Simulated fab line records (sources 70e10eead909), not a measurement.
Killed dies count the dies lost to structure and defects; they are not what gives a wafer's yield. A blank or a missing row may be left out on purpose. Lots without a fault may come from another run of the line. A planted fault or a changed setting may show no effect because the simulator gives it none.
fab line records    flow nand_harc
record lots=14  wafers=42  last_day=25
route steps=1159 shown P_ZERO_WELL@14 P_STI@80 P_GATE@142
lots that met no fault: from a run of the same line without faults
start_h: start of the lot's first displayed wafer, in hours after the record's first day    wait_h: how many hours have passed since the lot's step before this one    " identical to the entry in the row above    L1.1+2: one row covering several wafers at once    - no value present, or no start provided    * or withheld: withheld    < > ~ a bound
route shown NAME@n: a module of which the file shows steps, and the number in the route of the first    usual: mean/standard deviation of fault-free wafers    same: alike in all rows    chamber/n: place in a boat    sites: per-site readings    _std_site: standard deviation of those values    _edge_site: mean of outer sites minus mean of inner sites    radius_mm: for every site, how far away it sits from the centre of the wafer    mask NAME#n: copy n    behind: the last tool/chamber to shape the wafer    hold: why the lot went on hold/how many hours it stayed there/how the hold came to an end    device: the transistor (n, p or np) that didn't switch    end of line: the route-end tests of the same wafers    a step given without rows: its recipe and nothing more    killed: not the wafer's yield, but the dies lost to structure and defects at the first sort    map: per-die view of a wafer (x killed, . not killed, _ where there is no die)
set.NAME: the setting the step ran with; set.NAME@STEP: the setting that earlier step ran with    model.NAME: the simulator's own value behind a step, which no gauge read
one table for each step of the route and one row for each wafer, over a sample of lots
services: a tool's chamber out of use, with start hour (start_h, from the record's first day; less than 0 if before it), hours out, and reason
## steps
# step NHARC_P_ZERO_WELL_CD_MEAS_11
# recipe target_cd_nm=500  landing_energy_ev=500
# usual cd_nm=500.3/1.5
lot.wafer  tool       chamber  start_h  wait_h  cd_nm
L624.4     cd_sem-03  0        13.31    -       502.1
L624.5     "          0        "        "       500.1
L624.6     "          0        "        "       499.3
L625.3     cd_sem-01  0        19.25    -       498.5
L625.5     "          0        "        "       501.1
L625.6     "          0        "        "       501.9
L629.1     cd_sem-01  0        43.29    -       499.9
L629.2     "          0        "        "       498.0
L629.6     "          0        "        "       498.0
L630.1     cd_sem-03  0        49.24    -       501.0
L630.2     "          0        "        "       502.4
L630.3     "          0        "        "       501.3
L631.3     cd_sem-03  0        55.26    -       501.1
L631.4     "          0        "        "       499.0
L631.6     "          0        "        "       499.7
L634.1     cd_sem-03  0        73.26    -       499.8
L634.4     "          0        "        "       499.9
L634.5     "          0        "        "       498.8
L635.4     cd_sem-03  0        79.26    -       499.2
L635.5     "          0        "        "       501.9
L635.6     "          0        "        "       500.2
L636.1     cd_sem-02  0        85.11    -       499.8
L636.2     "          0        "        "       501.2
L636.3     "          0        "        "       500.1
L638.4     cd_sem-01  0        97.25    -       501.2
L638.5     "          0        "        "       499.6
L638.6     "          0        "        "       499.1
L639.1     cd_sem-03  0        103.12   -       503.5
L639.3     "          0        "        "       503.1
L639.6     "          0        "        "       500.0
L644.1     cd_sem-02  0        133.36   -       500.3
L644.4     "          0        "        "       502.1
L644.6     "          0        "        "       500.8
L645.2     cd_sem-03  0        139.25   -       501.1
L645.4     "          0        "        "       499.0
L645.6     "          0        "        "       500.4
L646.2     cd_sem-03  0        145.24   -       499.6
L646.3     "          0        "        "       499.6
L646.5     "          0        "        "       501.0
L647.1     cd_sem-02  0        151.26   -       500.0
L647.2     "          0        "        "       500.4
L647.6     "          0        "        "       499.7
# step NHARC_P_ZERO_WELL_RTA_42
# recipe temp_c=1100  time_s=300
# usual lamp_power_pct=41.6/0.51  wafer_temp_C_max=1106.5/1.8
lot.wafer  tool           chamber  start_h  wait_h  lamp_power_pct  wafer_temp_C_max
L624.4     rtp_anneal-02  0        19.42    -       42.2            1108.9
L624.5     "              0        "        "       42.2            1107.7
L624.6     "              0        "        "       42.2            1105.2
L625.3     rtp_anneal-01  0        25.16    -       41.1            1105.3
L625.5     "              0        "        "       41.2            1105.0
L625.6     "              0        "        "       41.3            1105.3
L629.1     rtp_anneal-02  0        48.83    -       42.1            1106.4
L629.2     "              0        "        "       42.2            1108.1
L629.6     "              0        "        "       42.2            1106.7
L630.1     rtp_anneal-02  0        55.02    -       42.2            1107.9
L630.2     "              0        "        "       42.2            1107.5
L630.3     "              0        "        "       42.3            1110.3
L631.3     rtp_anneal-01  0        61.15    -       41.3            1105.1
L631.4     "              0        "        "       41.2            1104.8
L631.6     "              0        "        "       41.2            1104.4
L634.1     rtp_anneal-01  0        78.66    -       41.2            1106.9
L634.4     "              0        "        "       41.2            1104.9
L634.5     "              0        "        "       41.2            1106.0
L635.4     rtp_anneal-02  0        85.00    -       42.3            1107.7
L635.5     "              0        "        "       42.3            1106.5
L635.6     "              0        "        "       42.3            1107.1
L636.1     rtp_anneal-02  0        90.56    -       42.3            1108.7
L636.2     "              0        "        "       42.3            1107.1
L636.3     "              0        "        "       42.3            1110.3
L638.4     rtp_anneal-02  0        103.20   -       42.2            1107.7
L638.5     "              0        "        "       42.2            1107.0
L638.6     "              0        "        "       42.2            1106.2
L639.1     rtp_anneal-01  0        112.65   -       41.2            1104.6
L639.3     "              0        "        "       41.2            1105.7
L639.6     "              0        "        "       41.2            1105.9
L644.1     rtp_anneal-02  0        139.06   -       42.2            1108.8
L644.4     "              0        "        "       42.2            1107.6
L644.6     "              0        "        "       42.1            1106.5
L645.2     rtp_anneal-01  0        145.02   -       41.1            1104.3
L645.4     "              0        "        "       41.1            1104.5
L645.6     "              0        "        "       41.2            1105.9
L646.2     rtp_anneal-01  0        151.13   -       41.3            1107.5
L646.3     "              0        "        "       41.2            1105.8
L646.5     "              0        "        "       41.2            1106.3
L647.1     rtp_anneal-02  0        158.86   -       42.3            1109.9
L647.2     "              0        "        "       42.2            1109.3
L647.6     "              0        "        "       42.2            1107.7
# step NHARC_P_STI_EXPOSE_06
# recipe na=0.55  target_cd_nm=200  dose_mj=37.69  mask_id=P_STI
# usual exposure_dose_mJ_cm2=37.72/0.081  focus_offset_nm=0.1/0.42  reticle_temp_C=23.00/0.11
lot.wafer  tool            chamber  start_h  wait_h  mask     exposure_dose_mJ_cm2  focus_offset_nm  reticle_temp_C
L624.4     krf_scanner-03  0        34.92    -       P_STI#0  37.60                 -0.4             22.96
L624.5     "               0        "        "       P_STI#0  37.63                 -0.7             22.91
L624.6     "               0        "        "       P_STI#0  37.67                 0.9              22.93
L625.3     krf_scanner-01  0        42.74    -       P_STI#0  37.82                 0.3              23.11
L625.5     "               0        "        "       P_STI#0  37.70                 0.2              23.14
L625.6     "               0        "        "       P_STI#0  37.75                 0.4              23.11
L629.1     krf_scanner-03  0        66.11    -       P_STI#0  37.69                 -0.2             22.92
L629.2     "               0        "        "       P_STI#0  37.69                 0.1              22.84
L629.6     "               0        "        "       P_STI#0  37.66                 0.5              22.90
L630.1     krf_scanner-01  0        71.18    -       P_STI#0  37.83                 -0.8             22.97
L630.2     "               0        "        "       P_STI#0  37.82                 -0.5             22.78
L630.3     "               0        "        "       P_STI#0  37.75                 -0.6             22.98
L631.3     krf_scanner-02  0        78.87    -       P_STI#0  37.70                 0.3              23.16
L631.4     "               0        "        "       P_STI#0  37.69                 -0.4             23.10
L631.6     "               0        "        "       P_STI#0  37.65                 0.5              23.11
L634.1     krf_scanner-02  0        91.17    -       P_STI#0  37.60                 0.3              22.95
L634.4     "               0        "        "       P_STI#0  37.59                 0.7              22.92
L634.5     "               0        "        "       P_STI#0  37.59                 0.5              22.96
L635.4     krf_scanner-01  0        100.46   -       P_STI#0  37.80                 -0.6             22.83
L635.5     "               0        "        "       P_STI#0  37.76                 -0.3             23.09
L635.6     "               0        "        "       P_STI#0  37.84                 0.4              22.77
L636.1     krf_scanner-02  0        108.08   -       P_STI#0  37.68                 1.1              22.86
L636.2     "               0        "        "       P_STI#0  37.66                 0.6              23.07
L636.3     "               0        "        "       P_STI#0  37.63                 0.3              22.97
L638.4     krf_scanner-03  -        115.29   -       P_STI#0  -                     -                -
L638.5     "               -        "        "       P_STI#0  -                     -                -
L638.6     "               -        "        "       P_STI#0  -                     -                -
L639.1     krf_scanner-02  -        133.01   -       P_STI#0  -                     -                -
L639.3     "               -        "        "       P_STI#0  -                     -                -
L639.6     "               -        "        "       P_STI#0  -                     -                -
L644.1     krf_scanner-02  0        154.85   -       P_STI#0  37.62                 -0.6             23.10
L644.4     "               0        "        "       P_STI#0  37.63                 -0.4             22.94
L644.6     "               0        "        "       P_STI#0  37.66                 0.0              23.11
L645.2     krf_scanner-03  0        160.61   -       P_STI#0  37.65                 -0.6             22.99
L645.4     "               0        "        "       P_STI#0  37.69                 -0.4             22.94
L645.6     "               0        "        "       P_STI#0  37.63                 0.5              22.84
L646.2     krf_scanner-02  0        166.97   -       P_STI#0  37.58                 0.2              22.98
L646.3     "               0        "        "       P_STI#0  37.63                 -0.2             23.09
L646.5     "               0        "        "       P_STI#0  37.60                 -0.5             23.05
L647.1     krf_scanner-01  0        176.01   -       P_STI#0  37.71                 -0.6             23.18
L647.2     "               0        "        "       P_STI#0  37.77                 0.4              22.99
L647.6     "               0        "        "       P_STI#0  37.76                 -0.1             23.04
# step NHARC_P_GATE_OVL_MEAS_27
# usual overlay_x_nm=-0.2/0.8  overlay_y_nm=-0.1/0.67
lot.wafer  tool        chamber  start_h  wait_h  overlay_x_nm  overlay_y_nm
L625.3     overlay-01  -        91.61    -       0.9           0.1
L625.5     "           -        "        "       0.2           0.6
L625.6     "           -        "        "       -0.3          -0.2
L624.4     overlay-01  -        91.70    -       0.0           -1.0
L624.5     "           -        "        "       0.1           -1.0
L624.6     "           -        "        "       -0.4          -1.3
L629.1     overlay-01  -        120.40   -       0.2           0.4
L629.2     "           -        "        "       0.3           -0.1
L629.6     "           -        "        "       0.7           -0.1
L631.3     overlay-02  -        129.88   -       -0.7          0.4
L631.4     "           -        "        "       -0.1          0.7
L631.6     "           -        "        "       -0.3          1.1
L630.1     overlay-02  -        130.06   -       0.9           -0.1
L630.2     "           -        "        "       0.4           -0.4
L630.3     "           -        "        "       0.9           -0.2
L634.1     overlay-02  -        148.55   -       0.4           -0.3
L634.4     "           -        "        "       0.8           -0.5
L634.5     "           -        "        "       0.7           0.0
L636.1     overlay-02  -        165.31   -       0.7           -0.3
L636.2     "           -        "        "       1.2           -1.0
L636.3     "           -        "        "       1.2           -0.6
L635.4     overlay-02  -        165.84   -       0.6           1.2
L635.5     "           -        "        "       0.4           1.0
L635.6     "           -        "        "       0.3           0.7
L644.1     overlay-01  -        208.33   -       0.1           -0.4
L644.4     "           -        "        "       -0.5          0.1
L644.6     "           -        "        "       0.1           -0.8
L645.2     overlay-01  -        213.18   -       -1.8          0.7
L645.4     "           -        "        "       -1.5          1.0
L645.6     "           -        "        "       -1.2          0.6
L646.2     overlay-02  -        223.45   -       -0.4          0.2
L646.3     "           -        "        "       -0.3          -0.2
L646.5     "           -        "        "       -0.5          0.0
L647.1     overlay-01  -        227.69   -       -1.1          -1.1
L647.2     "           -        "        "       -0.8          -1.3
L647.6     "           -        "        "       -0.3          -1.3
## services
tool            chamber  start_h  hours  kind
krf_scanner-03  -        -4.00    4.0    pm
krf_scanner-03  0        11.34    -      calibration
krf_scanner-03  -        14.88    0.7    repair
krf_scanner-02  0        28.92    -      calibration
krf_scanner-02  -        38.04    4.0    pm
krf_scanner-03  -        42.11    0.3    repair
krf_scanner-03  -        78.51    12.2   repair
krf_scanner-01  -        84.00    4.0    pm
krf_scanner-01  -        114.01   4.0    repair
krf_scanner-01  0        118.21   -      calibration
krf_scanner-03  -        136.32   0.7    repair
krf_scanner-03  -        168.00   4.0    pm
## key
first_sign step=NHARC_P_STI_EXPOSE_06  reading=tool_record  direction=missing
effect none on later readings
met_at NHARC_P_STI_EXPOSE_06
struck_lots L638,L639
later_rows_left_out L638.4,L638.5,L638.6,L639.1,L639.3,L639.6
sort_left_out L638.4,L638.5,L638.6,L639.1,L639.3,L639.6
tester_left_out L638,L639
not_acting_at NHARC_P_ZERO_WELL_CD_MEAS_11,NHARC_P_ZERO_WELL_RTA_42,NHARC_P_GATE_OVL_MEAS_27
onset_between 108.08 115.29
fault kind=skipped_step_whole  tool=krf_scanner-02,krf_scanner-03  chamber=-  onset_h=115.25  steps=NHARC_P_STI_EXPOSE_06  scope=struck_lots_only
# tester_left_out: of these lots the tester's yield and bins aren't shown, on N5 and GAA mostly nor the transistor test; their killed dies are dies lost to structure and defects alone, not to doping, threshold or leakage, so they don't give the yield
# sort_left_out: the simulated sort isn't trusted on such a fault, so these wafers' sort isn't shown, and their yield isn't known
# later_rows_left_out: the simulator's readings of these wafers behind a module that went badly wrong aren't trusted and aren't shown, but for the sort
